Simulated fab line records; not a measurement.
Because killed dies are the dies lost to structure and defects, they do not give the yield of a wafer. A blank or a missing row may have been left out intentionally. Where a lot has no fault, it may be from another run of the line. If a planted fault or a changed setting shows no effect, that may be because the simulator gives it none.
Which tool did it? + flow nandHarc + 36 wafers from 12 lots sampled at 2 of the route's 1302 steps

== WHAT EACH GAUGE READ, for each wafer ==
NHARC_A_SLIT_CD_MEAS_21.
| lot  | measured     | on       | cdNm (nm)         |
|------|--------------|----------|-------------------|
| L077 | day 20 21:34 | cdSem-01 | 290.5 290.7 290.4 |
| L078 | day 21 09:32 | cdSem-01 | 289.3 288.9 289.0 |
| L080 | day 22 17:01 | cdSem-02 | 290.6 289.7 290.4 |
| L081 | day 23 04:08 | cdSem-01 | 288.9 288.6 288.9 |
| L085 | day 24 16:08 | cdSem-03 | 288.9 289.0 288.7 |
| L086 | day 24 22:11 | cdSem-02 | 289.1 289.1 289.0 |
| L087 | day 25 17:52 | cdSem-02 | 289.3 289.9 290.2 |
| L088 | day 26 04:03 | cdSem-01 | 289.8 289.6 288.9 |
| L089 | day 26 16:50 | cdSem-03 | 288.3 288.4 287.7 |
| L093 | day 28 02:22 | cdSem-01 | 290.9 290.0 290.5 |
| L094 | day 28 21:55 | cdSem-02 | 291.0 290.0 290.7 |
| L097 | day 29 07:05 | cdSem-02 | 290.3 289.1 290.7 |

== WHICH TOOL RAN EACH LOT (tool, then ch and the chambers of the sampled wafers, then the start) ==
| lot  | NHARC_A_SGD_CUT_STRIP_17                     |
|------|----------------------------------------------|
| L077 | rieDiel-11 ch 0,1, day 20 21:34 or earlier   |
| L078 | rieDiel-07 ch 0,2, day 21 09:32 or earlier   |
| L080 | rieDiel-07 ch 0,2, day 22 17:01 or earlier   |
| L081 | rieDiel-11 ch 0,1,3, day 23 04:08 or earlier |
| L085 | rieDiel-01 ch 0,3, day 24 16:08 or earlier   |
| L086 | rieDiel-01 ch 0,3, day 24 22:11 or earlier   |
| L087 | rieDiel-11 ch 0,3, day 25 17:52 or earlier   |
| L088 | rieDiel-11 ch 2,3, day 26 04:03 or earlier   |
| L089 | rieDiel-07 ch 0,3, day 26 16:50 or earlier   |
| L093 | rieDiel-01 ch 0,1,2, day 28 02:22 or earlier |
| L094 | rieDiel-11 ch 1,3, day 28 21:55 or earlier   |
| L097 | rieDiel-11 ch 0,1, day 29 07:05 or earlier   |
- NHARC_A_SGD_CUT_STRIP_17: strips in O2.

== THE ANSWER, worked out from the rows above alone ==
Rule: the lots themselves supply what counts as usual. Put in order of their means at a reading, lots are off if they are a third of the lots or fewer, leave a main group of 4 or more, and stand apart from it by a gap of 3 or more times the standard deviation of the main group's means; of several such gaps the widest counts. The tables above print the reading to a certain number of digits; a main group whose means all agree to those digits is not used. Also off: a lot with no number at a reading for which 4 or more lots have one. Any other lot the step has rows for is counted as sound.
No lot is off at any reading shown: from this, nothing can be told.

== WHAT HAD BEEN PUT IN BY THE SIMULATOR ==
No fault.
